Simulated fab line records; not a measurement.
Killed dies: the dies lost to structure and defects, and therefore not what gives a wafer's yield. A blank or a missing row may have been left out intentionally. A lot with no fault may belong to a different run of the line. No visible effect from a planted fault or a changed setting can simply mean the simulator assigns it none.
Split-lot experiment + flow n5_finfet + 7 lots, 21 wafers read, on a route of 1938 steps

## ABOUT THE SPLIT
At N5_BEOL_M10_ETCH_62 (etches SOC in N2/H2, target depth 110 nm, overetch 22 nm, time 165 s), the setting time_s was moved away from the recipe's 165 s on 7 of the 21 wafers read, by -16.8% to +16.1%. This setting was run at the recipe's value on the other wafers.

The split's own step is where the reading is taken.

## THE READING
SiARC_of_BEOL_M10_COAT_60.thk_nm (the simulator's own value, which no gauge read), in nm, at N5_BEOL_M10_ETCH_62 (etches SOC in N2/H2, target depth 110 nm, overetch 22 nm, time 165 s). No usual value for it is given in the file. Across the 14 wafers here that went through the recipe, the average is 23.3 nm and the standard deviation 0.28 nm.

| wafer  | tool, chamber at the split | time_s as run, s | against the recipe | SiARC_of_BEOL_M10_COAT_60.thk_nm, nm | against lot-mates on the recipe |
|--------|----------------------------|------------------|--------------------|--------------------------------------|---------------------------------|
| L075.1 | rie_diel-01, 2             | 139.9            | -15.2%             | 24.4                                 | +1.2                            |
| L075.2 | rie_diel-01, 0             | 139.9            | -15.2%             | 24.2                                 | +1.0                            |
| L075.5 | rie_diel-01, 0             | 165              | recipe             | 23.2                                 | -                               |
| L081.1 | rie_diel-01, 1             | 165              | recipe             | 23.6                                 | -                               |
| L081.2 | rie_diel-01, 0,2           | 165              | recipe             | 23.4                                 | -                               |
| L081.5 | rie_diel-01, 0,2           | 165              | recipe             | 23.4                                 | -                               |
| L084.1 | rie_diel-03, 2             | 165              | recipe             | 23.2                                 | -                               |
| L084.6 | rie_diel-03, 2             | 165              | recipe             | 23.2                                 | -                               |
| L084.3 | rie_diel-03, 0             | 165              | recipe             | 23.8                                 | -                               |
| L089.3 | rie_diel-04, 2             | 165              | recipe             | 22.8                                 | -                               |
| L089.5 | rie_diel-04, 2             | 165              | recipe             | 22.8                                 | -                               |
| L089.6 | rie_diel-04, 1             | 137.3            | -16.8%             | 24.8                                 | +2.0                            |
| L092.3 | rie_diel-03, 0             | 147.8            | -10.4%             | 24.4                                 | +1.2                            |
| L092.5 | rie_diel-03, 0             | 147.8            | -10.4%             | 24.4                                 | +1.2                            |
| L092.4 | rie_diel-03, 1             | 165              | recipe             | 23.2                                 | -                               |
| L094.1 | rie_diel-01, 2             | 191.6            | +16.1%             | 22.6                                 | -1.0                            |
| L094.3 | rie_diel-01, 0             | 191.6            | +16.1%             | 22.2                                 | -1.4                            |
| L094.6 | rie_diel-01, 2             | 165              | recipe             | 23.6                                 | -                               |
| L096.1 | rie_diel-01, 1,0           | 165              | recipe             | 23.4                                 | -                               |
| L096.6 | rie_diel-01, 1,0           | 165              | recipe             | 23.4                                 | -                               |
| L096.3 | rie_diel-01, 2             | 165              | recipe             | 23.6                                 | -                               |
Rows listing several chambers each stand for several wafers; the file does not say which wafer went through which chamber.

THE FIT
A straight line over all 21 wafers: SiARC_of_BEOL_M10_COAT_60.thk_nm changes by -0.0705 nm for each +1% of time_s; r = -0.91; the points scatter about the line by 0.28 nm.
The same after taking each lot's own level away (the mean of its wafers on the recipe; 21 wafers): -0.087 nm for each +1%; r = -0.96; scatter 0.23 nm.
The reading moves by 1.5 nm for the largest change in time_s, on that fit.
Across the lots, their own levels run from 22.80 to 23.60 nm, a range of 2.9 times the standard deviation given above.
Hence the slope depends on the lot-to-lot level, as the two fits are not the same.
Check: +1.38 nm against its lot-mates is what the line predicts for one of the wafers moved furthest among these (-16.8%) when that wafer is left out of the fit. Against them it came out at +2 nm.

## OTHER SPLITS ON THESE WAFERS
These wafers also went through other splits before the reading. Each is held against what the fit with the lots' levels taken away leaves over:
| other split on the same wafers   | wafers away from the commonest value | r with SiARC_of_BEOL_M10_COAT_60.thk_nm (lot level and that fit taken away) |
|----------------------------------|--------------------------------------|-----------------------------------------------------------------------------|
| N5_BEOL_M7_TRENCH_ETCH_37 time_s | 5                                    | -0.25                                                                       |
| N5_BEOL_M9_ILD_DEP_00 time_s     | 7                                    | -0.04                                                                       |
| N5_BEOL_M9_COAT_60 spin_rpm      | 6                                    | -0.27                                                                       |
| N5_BEOL_M10_COAT_05 spin_rpm     | 6                                    | -0.36                                                                       |

## THE FILE'S OWN FIT
SiARC_of_BEOL_M10_COAT_60.thk_nm changes by -0.0932 nm for each +1% of time_s, r = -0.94.
